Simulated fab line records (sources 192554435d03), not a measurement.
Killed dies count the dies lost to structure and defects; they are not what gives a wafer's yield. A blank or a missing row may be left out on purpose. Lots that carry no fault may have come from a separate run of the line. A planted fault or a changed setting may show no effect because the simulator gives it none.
Chamber matching || flow n5Finfet || uvCure-01 running N5_BEOL_M10_CURE_71: 3 sister chambers
The step cures SiCOH lowk, time 240 s. 20 wafers are shown with their chamber, then 10 later ones without.

## WAFERS WITH THEIR CHAMBER
{"wafer": "L076.3", "chamber": 0, "wafer_temp_C_max": 386.4, "lampPowerPct (%)": 52.22}
{"wafer": "L076.5", "chamber": 0, "wafer_temp_C_max": 386.7, "lampPowerPct (%)": 52.39}
{"wafer": "L076.6", "chamber": 0, "wafer_temp_C_max": 387.5, "lampPowerPct (%)": 52.28}
{"wafer": "L077.1", "chamber": 1, "wafer_temp_C_max": 387.0, "lampPowerPct (%)": 52.24}
{"wafer": "L077.3", "chamber": 1, "wafer_temp_C_max": 386.7, "lampPowerPct (%)": 52.32}
{"wafer": "L077.6", "chamber": 1, "wafer_temp_C_max": 387.0, "lampPowerPct (%)": 52.38}
{"wafer": "L078.1", "chamber": 0, "wafer_temp_C_max": 386.5, "lampPowerPct (%)": 52.37}
{"wafer": "L078.2", "chamber": 0, "wafer_temp_C_max": 386.7, "lampPowerPct (%)": 52.33}
{"wafer": "L078.6", "chamber": 0, "wafer_temp_C_max": 386.9, "lampPowerPct (%)": 52.46}
{"wafer": "L081.1", "chamber": 2, "wafer_temp_C_max": 386.1, "lampPowerPct (%)": 52.22}
{"wafer": "L081.2", "chamber": 2, "wafer_temp_C_max": 386.0, "lampPowerPct (%)": 52.40}
{"wafer": "L081.5", "chamber": 2, "wafer_temp_C_max": 386.2, "lampPowerPct (%)": 52.44}
{"wafer": "L084.1", "chamber": 0, "wafer_temp_C_max": 386.1, "lampPowerPct (%)": 52.35}
{"wafer": "L084.3", "chamber": 0, "wafer_temp_C_max": 386.2, "lampPowerPct (%)": 52.38}
{"wafer": "L084.5", "chamber": 0, "wafer_temp_C_max": 386.6, "lampPowerPct (%)": 52.30}
{"wafer": "L086.3", "chamber": 1, "wafer_temp_C_max": 387.0, "lampPowerPct (%)": 52.31}
{"wafer": "L086.5", "chamber": 1, "wafer_temp_C_max": 387.7, "lampPowerPct (%)": 52.25}
{"wafer": "L086.6", "chamber": 1, "wafer_temp_C_max": 387.5, "lampPowerPct (%)": 52.25}
{"wafer": "L085.3", "chamber": 2, "wafer_temp_C_max": 385.6, "lampPowerPct (%)": 52.31}
{"wafer": "L085.4", "chamber": 2, "wafer_temp_C_max": 386.2, "lampPowerPct (%)": 52.37}

SIGNATURES, as means of the wafers listed above
{"reading": "wafer_temp_C_max", "chamber 0": 386.622, "chamber 1": 387.150, "chamber 2": 386.020, "scatter within a chamber": 0.369}
{"reading": "lampPowerPct", "chamber 0": 52.3422, "chamber 1": 52.2917, "chamber 2": 52.3480, "scatter within a chamber": 0.0702}
Rule: a wafer lies at a distance from a chamber equal to the root of the sum of squares, over the readings, of (its reading less the chamber's mean, divided by the reading's scatter). The wafer belongs to the nearest chamber; if the next one is less than 2 further off, it can't be placed. The scatter: take each reading less its chamber's mean, square it, sum over the shown wafers, divide by the number of wafers less the number of chambers, and take the root.

## WAFERS WITHOUT THEIR CHAMBER
{"wafer": "L085.5", "wafer_temp_C_max": 385.9, "lampPowerPct (%)": 52.35}
{"wafer": "L090.1", "wafer_temp_C_max": 386.3, "lampPowerPct (%)": 52.24}
{"wafer": "L090.2", "wafer_temp_C_max": 386.1, "lampPowerPct (%)": 52.30}
{"wafer": "L090.3", "wafer_temp_C_max": 386.3, "lampPowerPct (%)": 52.28}
{"wafer": "L092.2", "wafer_temp_C_max": 387.6, "lampPowerPct (%)": 52.37}
{"wafer": "L092.4", "wafer_temp_C_max": 387.6, "lampPowerPct (%)": 52.33}
{"wafer": "L092.5", "wafer_temp_C_max": 387.8, "lampPowerPct (%)": 52.28}
{"wafer": "L094.3", "wafer_temp_C_max": 386.2, "lampPowerPct (%)": 52.28}
{"wafer": "L094.4", "wafer_temp_C_max": 386.4, "lampPowerPct (%)": 52.38}
{"wafer": "L094.6", "wafer_temp_C_max": 386.0, "lampPowerPct (%)": 52.27}

## THE CHAMBER EACH PASSED THROUGH
{"wafer": "L085.5", "from the rows above": "can't be placed: 2 or 0", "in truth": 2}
{"wafer": "L090.1", "from the rows above": "can't be placed: 0 or 2 or 1", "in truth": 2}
{"wafer": "L090.2", "from the rows above": "can't be placed: 2 or 0", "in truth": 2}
{"wafer": "L090.3", "from the rows above": "can't be placed: 2 or 0 or 1", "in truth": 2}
{"wafer": "L092.2", "from the rows above": "can't be placed: 1 or 0", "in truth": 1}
{"wafer": "L092.4", "from the rows above": "can't be placed: 1 or 0", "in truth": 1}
{"wafer": "L092.5", "from the rows above": "can't be placed: 1 or 0", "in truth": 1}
{"wafer": "L094.3", "from the rows above": "can't be placed: 2 or 0 or 1", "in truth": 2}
{"wafer": "L094.4", "from the rows above": "can't be placed: 0 or 2 or 1", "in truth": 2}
{"wafer": "L094.6", "from the rows above": "can't be placed: 2 or 0", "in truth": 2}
Correctly placed: 0 of 10. Unplaceable from these rows: 10, with the true chamber sitting among the candidates in 10. 0 placed wrongly.
